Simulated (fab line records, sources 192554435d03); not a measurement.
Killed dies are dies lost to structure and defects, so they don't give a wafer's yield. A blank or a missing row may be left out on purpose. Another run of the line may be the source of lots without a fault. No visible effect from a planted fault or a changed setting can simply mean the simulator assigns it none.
What tool caused it? -- flow n5Finfet -- route of 1938 steps, sampled at 1 step: 12 lots, 36 wafers

## WHAT THE GAUGES READ, wafer by wafer
N5_PMOS_HMC_CHANNEL_EPI_THK_MEAS_22.
lot,measured,on,HMC_CMP_THK (nm)
L075,day 2 01:42,filmMetro-02,53.5 52.2 52.9
L077,day 2 15:03,filmMetro-02,52.8 53.5 52.8
L079,day 3 01:50,filmMetro-02,54.7 51.8 52.6
L082,day 3 19:59,filmMetro-02,51.2 54.7 54.4
L083,day 4 02:05,filmMetro-02,54.3 51.0 51.6
L085,day 4 13:55,filmMetro-01,52.5 52.1 52.1
L087,day 5 02:11,filmMetro-02,54.1 54.1 54.4
L089,day 5 14:19,filmMetro-01,54.1 51.0 54.2
L091,day 6 01:52,filmMetro-02,52.8 53.7 53.8
L093,day 6 14:39,filmMetro-01,50.7 52.8 52.3
L095,day 7 02:24,filmMetro-01,54.5 55.1 50.7
L097,day 7 16:02,filmMetro-01,53.9 53.8 49.7

## EACH LOT AND THE TOOL THAT RAN IT (in order: tool; ch and the chambers of the sampled wafers; start)
The record shows no process step preceding these readings.

## THE ANSWER, worked out from the rows above alone
Rule: the usual values come from the lots themselves. Put in order of their means at a reading, lots are off if they are a third of the lots or fewer, leave a main group of 4 or more, and stand apart from it by a gap of 3 or more times the standard deviation of the main group's means; of several such gaps the widest counts. A main group is skipped when, at the precision printed for the reading in the tables above, its means are all equal. Also off: a lot with no number at a reading for which 4 or more lots have one. All remaining lots with rows at the step are treated as sound.
None of the lots is off at any reading shown; this tells nothing.

## WHAT THE SIMULATOR HAD PUT IN
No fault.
